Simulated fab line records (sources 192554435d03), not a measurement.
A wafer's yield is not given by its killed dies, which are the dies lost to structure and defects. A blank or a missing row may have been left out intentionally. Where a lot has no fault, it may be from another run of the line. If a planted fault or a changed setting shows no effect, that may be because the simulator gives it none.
fab line records -- flow n5_finfet
record lots=7, wafers=21
route steps=1938 shown SD_EPI_N@268 SDB@348 MOL_CONTACT_COAG@596 BEOL_M0@720 BEOL_M1@800
start_h: hours from the record's opening day to when the first of the lot's shown wafers began -- wait_h: time in hours since the lot's previous step -- " repeats the value in the row above -- L1.1+2: several wafers, shown together as one row -- - value missing, or start not given -- * or withheld: withheld -- < > ~ a bound
route shown NAME@n: names a module that has steps shown in the file, with the first one's number in the route -- usual: mean/standard deviation taken from wafers without a fault -- same: alike in all rows -- chamber/n: place in a boat -- sites: readings site by site -- _std_site: their standard deviation -- _edge_site: the outer-site mean with the inner-site mean subtracted -- radius_mm: for every site, how far away it sits from the centre of the wafer -- mask NAME#n: copy n -- behind: tool/chamber where the wafer was last shaped -- hold: what put the lot on hold/how long, in hours/how the hold closed -- device: which transistor (n, p or np) failed to switch -- end of line: tests run on the same wafers once the route is complete -- where a step has no rows: the recipe by itself -- killed: not the wafer's yield, but the dies lost to structure and defects at the first sort -- map: a wafer's dies, marking killed ones x, the rest . and places with no die _
set.NAME: the setting the step ran with; set.NAME@STEP: the setting that earlier step ran with -- model.NAME: the simulator's own value behind a step, which no gauge read
lots whose settings were changed on purpose; a table a step, a row a wafer
## steps
# step N5_SD_EPI_N_PEB_07
# recipe peb_temp_c=110, peb_time_s=60, resist=CAR-ArF-block
lot.wafer,tool,chamber,start_h,wait_h,set.peb_time_s
L074.3+4,litho_track-02,0,48.64,0.0,67.32
L074.6,litho_track-02,0,48.64,0.0,60
L075.3+4+6,litho_track-02,0,52.99,0.0,60
L082.2+5,litho_track-05,0,97.39,0.0,60
L082.3,litho_track-05,0,97.39,0.0,48.22
L083.1+5+6,litho_track-05,0,103.34,0.1,60
L087.3+4,litho_track-02,0,129.52,0.0,60
L087.6,litho_track-02,0,129.52,0.0,65.29
L091.2+6,litho_track-05,0,149.52,0.0,60
L091.4,litho_track-05,0,149.52,0.0,64.15
L092.4+6,litho_track-01,0,159.29,0.0,55.43
L092.5,litho_track-01,0,159.29,0.0,60
# step N5_SD_EPI_N_DEVELOP_08
# recipe develop_time_s=30, developer=TMAH, resist=CAR-ArF-block, dev_temp_c=23, rinse_liquid=diw, dry=air_spin
# step N5_SD_EPI_N_CD_MEAS_09
# recipe target_cd_nm=120, landing_energy_ev=500, detector=se_inlens
# usual cd_nm=120.2/0.85
lot.wafer,tool,chamber,start_h,wait_h,set.peb_time_s@SD_EPI_N_PEB_07,cd_nm
L074.3,cd_sem-01,0,48.71,-,67.32,122.5
L074.4,cd_sem-01,0,48.71,-,67.32,123.7
L074.6,cd_sem-01,0,48.71,-,60,119.9
L075.3,cd_sem-02,0,53.06,-,60,117.9
L075.4,cd_sem-02,0,53.06,-,60,118.9
L075.6,cd_sem-02,0,53.06,-,60,119.0
L082.2,cd_sem-01,0,97.46,-,60,121.3
L082.3,cd_sem-01,0,97.46,-,48.22,112.6
L082.5,cd_sem-01,0,97.46,-,60,121.3
L083.1,cd_sem-03,0,103.41,-,60,120.7
L083.5,cd_sem-03,0,103.41,-,60,119.9
L083.6,cd_sem-03,0,103.41,-,60,120.2
L087.3,cd_sem-03,0,129.59,-,60,120.5
L087.4,cd_sem-03,0,129.59,-,60,119.5
L087.6,cd_sem-03,0,129.59,-,65.29,122.1
L091.2,cd_sem-01,0,149.59,-,60,121.0
L091.4,cd_sem-01,0,149.59,-,64.15,124.4
L091.6,cd_sem-01,0,149.59,-,60,121.7
L092.4,cd_sem-03,0,159.35,-,55.43,117.1
L092.5,cd_sem-03,0,159.35,-,60,119.8
L092.6,cd_sem-03,0,159.35,-,55.43,117.7
# step N5_SD_EPI_N_DESCUM_14
# recipe chemistry=O2, time_s=7.9, source_power_w=50, bias_power_w=20, pressure_mtorr=20, rf_frequency_hz=2.712e+07, temp_c=40, resist=CAR-ArF-block, o2_flow_sccm=225
lot.wafer,tool,chamber,start_h,wait_h,set.peb_time_s@SD_EPI_N_PEB_07,model.SD_EPI_N.cd_nm
L074.3,rie_diel-04,1,48.80,0.0,67.32,122.4
L074.4,rie_diel-04,0,48.80,0.0,67.32,123.6
L074.6,rie_diel-04,0,48.80,0.0,60,119.8
L075.3,rie_diel-03,0,53.15,0.0,60,118
L075.4+6,rie_diel-03,"0,2",53.15,0.0,60,119.2
L082.2,rie_diel-05,1,97.89,0.4,60,121
L082.3,rie_diel-05,0,97.89,0.4,48.22,112.6
L082.5,rie_diel-05,1,97.89,0.4,60,121.2
L083.1+6,rie_diel-03,"2,1",103.84,0.4,60,120.4
L083.5,rie_diel-03,2,103.84,0.4,60,119.8
L087.3,rie_diel-05,3,129.68,0.0,60,120.2
L087.4,rie_diel-05,1,129.68,0.0,60,119.4
L087.6,rie_diel-05,0,129.68,0.0,65.29,122.4
L091.2,rie_diel-03,1,149.90,0.3,60,121
L091.4,rie_diel-03,2,149.90,0.3,64.15,123.8
L091.6,rie_diel-03,2,149.90,0.3,60,121.6
L092.4,rie_diel-03,0,159.44,0.0,55.43,117.2
L092.5,rie_diel-03,3,159.44,0.0,60,120.6
L092.6,rie_diel-03,2,159.44,0.0,55.43,117.8
# step N5_SD_EPI_N_ETCH_34
# recipe chemistry=CF4, target=SiARC, target_depth_a=455, mask_material=CAR-ArF-block, time_s=75.8, ion_energy_ev=80, pressure_mtorr=40, source_w=545, bias_w=36, Ar_flow_sccm=100, cf4_flow_sccm=100, ends=cleared
lot.wafer,tool,chamber,start_h,wait_h,set.spin_rpm@SD_EPI_N_COAT_33,set.peb_time_s@SD_EPI_N_PEB_07,model.etch.depth_nm,model.CAR-ArF-block_of_SD_EPI_N_COAT_03.thk_nm,model.SD_EPI_N.cd_nm
L074.3,rie_diel-04,1,48.83,0.0,1500,67.32,34.91,110.8,122.4
L074.4,rie_diel-04,0,48.83,0.0,1557,67.32,34.36,111.2,123.2
L074.6,rie_diel-04,0,48.83,0.0,1500,60,34.99,110.8,119.4
L075.3,rie_diel-03,0,53.19,0.0,1592,60,34,111.4,118.2
L075.4,rie_diel-03,0,53.19,0.0,1500,60,35.05,110.8,119.2
L075.6,rie_diel-03,2,53.19,0.0,1592,60,34,111.4,119.4
L082.2,rie_diel-05,1,97.93,0.0,1651,60,33.44,112.4,120.8
L082.3,rie_diel-05,0,97.93,0.0,1651,48.22,33.45,112.4,112.6
L082.5,rie_diel-05,1,97.93,0.0,1651,60,33.53,112.6,120.8
L083.1,rie_diel-03,2,103.88,0.0,1500,60,35.32,111.6,120.4
L083.5,rie_diel-03,2,103.88,0.0,1500,60,35.35,111,120
L083.6,rie_diel-03,1,103.88,0.0,1500,60,35.29,111,120.4
L087.3,rie_diel-05,3,129.71,0.0,1500,60,34.97,111.4,120.4
L087.4,rie_diel-05,1,129.71,0.0,1500,60,34.97,111.2,119.6
L087.6,rie_diel-05,0,129.71,0.0,1500,65.29,35.07,111,122.6
L091.2,rie_diel-03,1,149.94,0.0,1500,60,34.83,111.6,121
L091.4,rie_diel-03,2,149.94,0.0,1500,64.15,34.87,112.4,123.8
L091.6,rie_diel-03,2,149.94,0.0,1355,60,36.84,110.2,121.8
L092.4,rie_diel-03,0,159.47,0.0,1393,55.43,36.48,109.4,117.4
L092.5,rie_diel-03,3,159.47,0.0,1500,60,35.26,111,120.8
L092.6,rie_diel-03,2,159.47,0.0,1500,55.43,35.15,110.4,117.8
# step N5_SD_EPI_N_ETCH_35
# recipe chemistry=N2/H2, target=SOC, overetch_a=1080, mask_material=SiARC, temp_c=40, ion_energy_ev=100, source_w=3000, bias_w=133, pressure_mtorr=20, time_s=486, n2_flow_sccm=200, h2_flow_sccm=200
# step N5_SD_EPI_N_STRIP_36
# recipe chemistry=N2/H2, temp_c=40, n2_flow_sccm=200, h2_flow_sccm=200, rf_frequency_hz=6e+07
# step N5_SD_EPI_N_ETCHBACK_44
# recipe chemistry=CH3F/O2, mode=anisotropic_etchback, target=SiNx, target_depth_a=145, stop_on=SiO2, over_etch_frac=0.3, ion_energy_ev=120, pressure_mtorr=30, source_w=395, bias_w=73, Ar_flow_sccm=150, CH3F_flow_sccm=30, O2_flow_sccm=20
lot.wafer,tool,chamber,start_h,wait_h,set.peb_time_s@SD_EPI_N_PEB_07,model.SD_EPI_N.cd_nm
L074.3,rie_diel-04,1,49.21,0.0,67.32,122.2
L074.4,rie_diel-04,0,49.21,0.0,67.32,122.8
L074.6,rie_diel-04,0,49.21,0.0,60,118.8
L075.3+6,rie_diel-03,"0,2",53.57,0.0,60,119.8
L075.4,rie_diel-03,0,53.57,0.0,60,120.8
L082.2,rie_diel-05,1,98.31,0.0,60,120.6
L082.3,rie_diel-05,0,98.31,0.0,48.22,113.6
L082.5,rie_diel-05,1,98.31,0.0,60,121
L083.1,rie_diel-03,2,104.26,0.0,60,121.4
L083.5+6,rie_diel-03,"2,1",104.26,0.0,60,120.6
L087.3+4,rie_diel-05,"3,1",130.09,0.0,60,120
L087.6,rie_diel-05,0,130.09,0.0,65.29,123.2
L091.2,rie_diel-03,1,150.32,0.0,60,121
L091.4,rie_diel-03,2,150.32,0.0,64.15,125
L091.6,rie_diel-03,2,150.32,0.0,60,122.2
L092.4,rie_diel-03,0,159.85,0.0,55.43,116.8
L092.5,rie_diel-03,3,159.85,0.0,60,120.4
L092.6,rie_diel-03,2,159.85,0.0,55.43,118.8
# step N5_SDB_COAT_03
# recipe resist=SOC, temp_c=250, time_s=60, spin_rpm=1500, resist_thk_nm=100
lot.wafer,tool,chamber,start_h,wait_h,set.spin_rpm,model.SOC_of_SDB_COAT_03.thk_nm
L074.3+4,litho_track-04,0,65.99,0.1,1337,106.2
L074.6,litho_track-04,0,65.99,0.1,1337,106
L075.3+4,litho_track-04,0,69.30,0.1,1500,100.4
L075.6,litho_track-04,0,69.30,0.1,1629,96.2
L082.2,litho_track-02,0,114.72,0.1,1500,99.6
L082.3,litho_track-02,0,114.72,0.1,1500,99.8
L082.5,litho_track-02,0,114.72,0.1,1607,96.4
L083.1+5,litho_track-04,0,120.74,0.1,1500,99.8
L083.6,litho_track-04,0,120.74,0.1,1500,100
L087.3,litho_track-02,0,146.13,0.1,1639,96.4
L087.4,litho_track-02,0,146.13,0.1,1500,100.2
L087.6,litho_track-02,0,146.13,0.1,1500,100.4
L091.2,litho_track-04,0,165.48,0.1,1365,104.8
L091.4,litho_track-04,0,165.48,0.1,1500,100
L091.6,litho_track-04,0,165.48,0.1,1365,105
L092.4+6,litho_track-05,0,175.24,0.0,1356,105.2
L092.5,litho_track-05,0,175.24,0.0,1356,104.8
# step N5_SDB_COAT_04
# recipe resist=SiARC, temp_c=220, time_s=60, spin_rpm=1500, resist_thk_nm=18
# step N5_SDB_COAT_05
# recipe resist=CAR-ArF, spin_rpm=1500, resist_thk_nm=90
# step N5_SDB_DESCUM_16
# recipe chemistry=O2, time_s=7.9, source_power_w=50, bias_power_w=20, pressure_mtorr=20, rf_frequency_hz=2.712e+07, temp_c=40, resist=CAR-ArF, o2_flow_sccm=225
# step N5_SDB_ETCH_17
# recipe chemistry=CF4, target=SiARC, target_depth_a=234, mask_material=CAR-ArF, time_s=39, ion_energy_ev=80, pressure_mtorr=40, source_w=545, bias_w=36, Ar_flow_sccm=100, cf4_flow_sccm=100, ends=cleared
# step N5_SDB_ETCH_18
# recipe chemistry=N2/H2, target=SOC, target_depth_a=1000, overetch_a=200, mask_material=SiARC, temp_c=40, time_s=150, ion_energy_ev=200, pressure_mtorr=30, source_w=840, bias_w=150, n2_flow_sccm=200, h2_flow_sccm=200
lot.wafer,tool,chamber,start_h,wait_h,set.spin_rpm@SDB_COAT_03,model.etch.depth_nm
L074.3,rie_diel-03,2,66.53,0.0,1337,106.1
L074.4,rie_diel-03,1,66.53,0.0,1337,106.3
L074.6,rie_diel-03,2,66.53,0.0,1337,106
L075.3+4,rie_diel-05,"0,2",69.83,0.0,1500,100.4
L075.6,rie_diel-05,0,69.83,0.0,1629,96.26
L082.2,rie_diel-05,1,115.24,0.0,1500,99.65
L082.3,rie_diel-05,2,115.24,0.0,1500,99.83
L082.5,rie_diel-05,2,115.24,0.0,1607,96.31
L083.1,rie_diel-03,1,121.59,0.0,1500,99.7
L083.5,rie_diel-03,1,121.59,0.0,1500,99.74
L083.6,rie_diel-03,0,121.59,0.0,1500,99.93
L087.3,rie_diel-05,1,146.53,0.0,1639,96.36
L087.4,rie_diel-05,2,146.53,0.0,1500,100.3
L087.6,rie_diel-05,1,146.53,0.0,1500,100.4
L091.2,rie_diel-03,3,165.88,0.0,1365,104.8
L091.4,rie_diel-03,2,165.88,0.0,1500,99.97
L091.6,rie_diel-03,2,165.88,0.0,1365,104.9
L092.4,rie_diel-04,3,176.21,0.1,1356,105.3
L092.5,rie_diel-04,1,176.21,0.1,1356,104.8
L092.6,rie_diel-04,2,176.21,0.1,1356,105.1
# step N5_SDB_STRIP_19
# recipe chemistry=N2/H2, temp_c=40, n2_flow_sccm=200, h2_flow_sccm=200, rf_frequency_hz=6e+07
# step N5_SDB_STRIP_21
# recipe chemistry=CF4, resist=SiARC, power_w=300, bias_power_w=75, pressure_mtorr=50, cf4_flow_sccm=150, rf_frequency_hz=6e+07
# step N5_SDB_HM_OPEN_20
# recipe chemistry=CH3F/O2, target=SiNx, mask_material=SOC, target_depth_a=240, stop_on=poly-Si, over_etch_frac=0.4, ion_energy_ev=120, pressure_mtorr=30, source_w=395, bias_w=73, Ar_flow_sccm=150, CH3F_flow_sccm=30, O2_flow_sccm=20
# step N5_SDB_STRIP_22
# recipe chemistry=N2/H2, power_w=1000, temp_c=250, h2_frac=0.65, overash_fraction=0.3, pressure_mtorr=withheld, n2_flow_sccm=1750, h2_flow_sccm=3250
# usual strip_time_to_endpoint_s=96.4/0.4
lot.wafer,tool,chamber,start_h,wait_h,set.spin_rpm@SDB_COAT_03,strip_time_to_endpoint_s
L074.3,plasma_asher-02,1,66.81,0.1,1337,102.0
L074.4,plasma_asher-02,0,66.81,0.1,1337,101.6
L074.6,plasma_asher-02,1,66.81,0.1,1337,101.9
L075.3,plasma_asher-01,1,70.11,0.1,1500,96.9
L075.4,plasma_asher-01,0,70.11,0.1,1500,96.8
L075.6,plasma_asher-01,0,70.11,0.1,1629,93.1
L082.2,plasma_asher-02,1,115.48,0.1,1500,96.2
L082.3,plasma_asher-02,0,115.48,0.1,1500,96.4
L082.5,plasma_asher-02,1,115.48,0.1,1607,93.1
L083.1,plasma_asher-01,1,121.83,0.1,1500,95.6
L083.5,plasma_asher-01,1,121.83,0.1,1500,95.4
L083.6,plasma_asher-01,0,121.83,0.1,1500,96.3
L087.3,plasma_asher-02,0,146.81,0.1,1639,93.3
L087.4,plasma_asher-02,1,146.81,0.1,1500,96.8
L087.6,plasma_asher-02,1,146.81,0.1,1500,96.9
L091.2,plasma_asher-01,1,166.12,0.1,1365,100.3
L091.4,plasma_asher-01,0,166.12,0.1,1500,96.2
L091.6,plasma_asher-01,1,166.12,0.1,1365,101.1
L092.4,plasma_asher-02,1,176.43,0.1,1356,101.2
L092.5,plasma_asher-02,0,176.43,0.1,1356,100.8
L092.6,plasma_asher-02,1,176.43,0.1,1356,101.5
# step N5_MOL_CONTACT_COAG_COAT_34
# recipe resist=CAR-EUV, spin_rpm=1500, resist_thk_nm=40
lot.wafer,tool,chamber,start_h,wait_h,set.spin_rpm,model.CAR-EUV_of_MOL_CONTACT_COAG_COAT_34.thk_nm
L074.3+4,litho_track-01,0,-,-,1500,40.2
L074.6,litho_track-01,0,-,-,1394,41.8
L075.3,litho_track-01,0,-,-,1586,39
L075.4,litho_track-01,0,-,-,1500,40.2
L075.6,litho_track-01,0,-,-,1500,40
L082.2+3,litho_track-01,0,-,-,1500,39.8
L082.5,litho_track-01,0,-,-,1659,38
L083.1+5,litho_track-01,0,-,-,1500,40
L083.6,litho_track-01,0,-,-,1500,40.2
L087.3,litho_track-02,0,-,-,1500,40.2
L087.4+6,litho_track-02,0,-,-,1500,40
L091.2,litho_track-05,0,-,-,1616,38.4
L091.4,litho_track-05,0,-,-,1500,39.8
L091.6,litho_track-05,0,-,-,1500,40
L092.4,litho_track-05,0,-,-,1627,38.4
L092.5,litho_track-05,0,-,-,1500,40
L092.6,litho_track-05,0,-,-,1627,38.2
# step N5_MOL_CONTACT_COAG_EXPOSE_37
# recipe mask_id=VD, na=0.33, source_shape=annular, sigma_inner=0.3, sigma_outer=0.7, polarization=unpolarized, defocus_nm=0, dose_mj=62
lot.wafer,tool,chamber,start_h,wait_h,mask,set.dose_mj
L074.3+4+6,euv_scanner-01,0,98.11,-,VD#0,62
L075.3+6,euv_scanner-01,0,104.20,-,VD#0,64.12
L075.4,euv_scanner-01,0,104.20,-,VD#0,62
L082.2+3+5,euv_scanner-01,0,149.33,-,VD#0,62
L083.1+5+6,euv_scanner-01,0,153.76,-,VD#0,62
L087.3+4+6,euv_scanner-02,0,178.68,-,VD#0,62
L091.2+4+6,euv_scanner-02,0,199.96,-,VD#0,65.08
L092.4+5+6,euv_scanner-02,0,211.59,-,VD#0,58.33
# step N5_MOL_CONTACT_COAG_PEB_38
# recipe peb_temp_c=100, peb_time_s=60, resist=CAR-EUV
# step N5_MOL_CONTACT_COAG_DEVELOP_39
# recipe develop_time_s=30, developer=TMAH, resist=CAR-EUV, rinse_liquid=surfactant_rinse, dry=air_spin, dev_temp_c=23
lot.wafer,tool,chamber,start_h,wait_h,set.spin_rpm@MOL_CONTACT_COAG_COAT_34,model.CAR-EUV_of_MOL_CONTACT_COAG_COAT_34.thk_nm
L074.3,litho_track-05,0,-,-,1500,39.8
L074.4,litho_track-05,0,-,-,1500,39.6
L074.6,litho_track-05,0,-,-,1394,41.2
L075.3,litho_track-01,0,-,-,1586,38.6
L075.4+6,litho_track-01,0,-,-,1500,39.6
L082.2+3,litho_track-05,0,-,-,1500,39.4
L082.5,litho_track-05,0,-,-,1659,37.6
L083.1+5+6,litho_track-02,0,-,-,1500,39.6
L087.3,litho_track-02,0,-,-,1500,39.8
L087.4,litho_track-02,0,-,-,1500,39.6
L087.6,litho_track-02,0,-,-,1500,39.4
L091.2,litho_track-01,0,-,-,1616,38
L091.4,litho_track-01,0,-,-,1500,39.4
L091.6,litho_track-01,0,-,-,1500,39.6
L092.4,litho_track-05,0,-,-,1627,38
L092.5,litho_track-05,0,-,-,1500,39.4
L092.6,litho_track-05,0,-,-,1627,37.8
# step N5_BEOL_M0_ETCH_128
# recipe chemistry=CF4/N2, target_depth_a=120, overetch_a=51, target=SiCN, time_s=21.4, ion_energy_ev=150, pressure_mtorr=40, source_w=430, bias_w=70, Ar_flow_sccm=100, cf4_flow_sccm=60, n2_flow_sccm=60
# usual rf_vpp_V=382.0/1.8
lot.wafer,tool,chamber,start_h,wait_h,set.source_w,rf_vpp_V
L074.3,rie_diel-05,0,118.02,0.0,466.5,370.1
L074.4,rie_diel-05,2,118.02,0.0,430,379.0
L074.6,rie_diel-05,3,118.02,0.0,430,384.0
L075.3,rie_diel-04,3,122.84,0.0,493.1,363.1
L075.4,rie_diel-04,1,122.84,0.0,430,385.7
L075.6,rie_diel-04,0,122.84,0.0,430,384.4
L082.2,rie_diel-03,1,164.82,0.0,396,392.8
L082.3,rie_diel-03,2,164.82,0.0,396,395.5
L082.5,rie_diel-03,0,164.82,0.0,430,382.2
L083.1,rie_diel-03,1,167.91,0.2,430,379.9
L083.5,rie_diel-03,0,167.91,0.2,430,381.9
L083.6,rie_diel-03,3,167.91,0.2,430,380.5
L087.3,rie_diel-04,1,192.97,0.5,462.4,374.1
L087.4,rie_diel-04,3,192.97,0.5,430,381.0
L087.6,rie_diel-04,1,192.97,0.5,462.4,373.9
L091.2,rie_diel-05,1,218.08,0.4,378.3,399.8
L091.4,rie_diel-05,0,218.08,0.4,378.3,396.7
L091.6,rie_diel-05,3,218.08,0.4,430,384.2
L092.4,rie_diel-03,3,227.93,0.0,358.3,404.9
L092.5,rie_diel-03,3,227.93,0.0,430,381.9
L092.6,rie_diel-03,2,227.93,0.0,358.3,407.3
# step N5_BEOL_M1_TRENCH_ETCH_37
# recipe chemistry=C4F6/O2, target_depth_a=552.07, target=SiOC, time_s=29, ion_energy_ev=250, pressure_mtorr=30, source_w=355, bias_w=185, Ar_flow_sccm=300, C4F6_flow_sccm=10, O2_flow_sccm=10
lot.wafer,tool,chamber,start_h,wait_h,set.source_w,model.BEOL_M1.feature_depth_nm,model.etch.depth_nm
L074.3,rie_diel-02,3,-,-,318.1,52.8,52.74
L074.4,rie_diel-02,0,-,-,355,54.6,54.67
L074.6,rie_diel-02,3,-,-,318.1,53.2,53.12
L075.3,rie_diel-02,3,-,-,355,54.8,54.75
L075.4,rie_diel-02,0,-,-,336,53.2,53.26
L075.6,rie_diel-02,0,-,-,355,54.6,54.68
L082.2,rie_diel-01,2,-,-,355,53.8,53.82
L082.3,rie_diel-01,3,-,-,299.7,50.6,50.67
L082.5,rie_diel-01,3,-,-,355,53.4,53.41
L083.1,rie_diel-01,2,-,-,355,54.2,54.16
L083.5,rie_diel-01,2,-,-,355,53.8,53.89
L083.6,rie_diel-01,0,-,-,355,54.4,54.35
L087.3,rie_diel-06,1,-,-,407.2,57.4,57.36
L087.4,rie_diel-06,3,-,-,355,56.2,56.15
L087.6,rie_diel-06,2,-,-,355,55.2,55.1
L091.2,rie_diel-01,1,-,-,398.2,57.8,57.82
L091.4,rie_diel-01,0,-,-,355,54.8,54.88
L091.6,rie_diel-01,1,-,-,355,55.2,55.22
L092.4,rie_diel-01,3,-,-,371,55.2,55.3
L092.5,rie_diel-01,3,-,-,355,54,53.95
L092.6,rie_diel-01,0,-,-,371,55.4,55.46
# step N5_BEOL_M1_ETCH_41
# recipe chemistry=CH3F/O2, target=SiCN, target_depth_a=319, taper_deg=2, time_s=57.8, ion_energy_ev=120, mask_material=TiN, pressure_mtorr=30, source_w=395, bias_w=75, Ar_flow_sccm=150, CH3F_flow_sccm=30, O2_flow_sccm=20
# step N5_BEOL_M1_STRIP_97
# recipe chemistry=N2/H2, time_s=10, power_w=450, temp_c=40, pressure_mtorr=20, rf_frequency_hz=6e+07, bias_power_w=7, n2_flow_sccm=200, h2_flow_sccm=200
# step N5_BEOL_M1_OCD_MEAS_38
# usual trench_depth_nm=54.8/0.9
lot.wafer,tool,chamber,start_h,wait_h,set.source_w@BEOL_M1_TRENCH_ETCH_37,trench_depth_nm
L074.3,ocd-01,-,130.35,-,318.1,52.9
L074.4,ocd-01,-,130.35,-,355,54.6
L074.6,ocd-01,-,130.35,-,318.1,53.3
L075.3,ocd-01,-,140.40,-,355,55.0
L075.4,ocd-01,-,140.40,-,336,53.2
L075.6,ocd-01,-,140.40,-,355,54.9
L082.2,ocd-01,-,173.22,-,355,54.3
L082.3,ocd-01,-,173.22,-,299.7,50.8
L082.5,ocd-01,-,173.22,-,355,53.5
L083.1,ocd-02,-,179.26,-,355,53.8
L083.5,ocd-02,-,179.26,-,355,54.1
L083.6,ocd-02,-,179.26,-,355,54.2
L087.3,ocd-02,-,206.81,-,407.2,57.4
L087.4,ocd-02,-,206.81,-,355,56.3
L087.6,ocd-02,-,206.81,-,355,55.0
L091.2,ocd-01,-,228.49,-,398.2,57.4
L091.4,ocd-01,-,228.49,-,355,55.0
L091.6,ocd-01,-,228.49,-,355,55.2
L092.4,ocd-02,-,234.57,-,371,55.4
L092.5,ocd-02,-,234.57,-,355,54.1
L092.6,ocd-02,-,234.57,-,371,55.3
## key
split step=N5_SD_EPI_N_PEB_07, setting=peb_time_s, stated=60, by=wafer
response step=N5_SD_EPI_N_CD_MEAS_09, reading=cd_nm, change=+0.373, per=1%, r=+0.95
response step=N5_SD_EPI_N_DESCUM_14, reading=model.SD_EPI_N.cd_nm, change=+0.376, per=1%, r=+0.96
response step=N5_SD_EPI_N_ETCH_34, reading=model.SD_EPI_N.cd_nm, change=+0.371, per=1%, r=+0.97
response step=N5_SD_EPI_N_ETCHBACK_44, reading=model.SD_EPI_N.cd_nm, change=+0.359, per=1%, r=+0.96
split step=N5_SDB_COAT_03, setting=spin_rpm, stated=1500, by=wafer
response step=N5_SDB_COAT_03, reading=model.SOC_of_SDB_COAT_03.thk_nm, change=-0.48, per=1%, r=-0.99
response step=N5_SDB_ETCH_18, reading=model.etch.depth_nm, change=-0.483, per=1%, r=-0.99
response step=N5_SDB_STRIP_22, reading=strip_time_to_endpoint_s, change=*, per=1%, r=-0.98
split step=N5_MOL_CONTACT_COAG_COAT_34, setting=spin_rpm, stated=1500, by=wafer
response step=N5_MOL_CONTACT_COAG_COAT_34, reading=model.CAR-EUV_of_MOL_CONTACT_COAG_COAT_34.thk_nm, change=-0.192, per=1%, r=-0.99
response step=N5_MOL_CONTACT_COAG_DEVELOP_39, reading=model.CAR-EUV_of_MOL_CONTACT_COAG_COAT_34.thk_nm, change=-0.183, per=1%, r=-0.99
split step=N5_MOL_CONTACT_COAG_EXPOSE_37, setting=dose_mj, stated=62, by=wafer
response none clear
split step=N5_BEOL_M0_ETCH_128, setting=source_w, stated=430, by=wafer
response step=N5_BEOL_M0_ETCH_128, reading=rf_vpp_V, change=-1.37, per=1%, r=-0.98
split step=N5_BEOL_M1_TRENCH_ETCH_37, setting=source_w, stated=355, by=wafer
response step=N5_BEOL_M1_TRENCH_ETCH_37, reading=model.BEOL_M1.feature_depth_nm, change=+0.178, per=1%, r=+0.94
response step=N5_BEOL_M1_TRENCH_ETCH_37, reading=model.etch.depth_nm, change=+0.18, per=1%, r=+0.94
response step=N5_BEOL_M1_OCD_MEAS_38, reading=trench_depth_nm, change=+0.174, per=1%, r=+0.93
split outside_this_file step=N5_SD_EPI_N_COAT_33 setting=spin_rpm
# split outside_this_file: this setting was split too, and the file shows its column; the key of that split is in another file
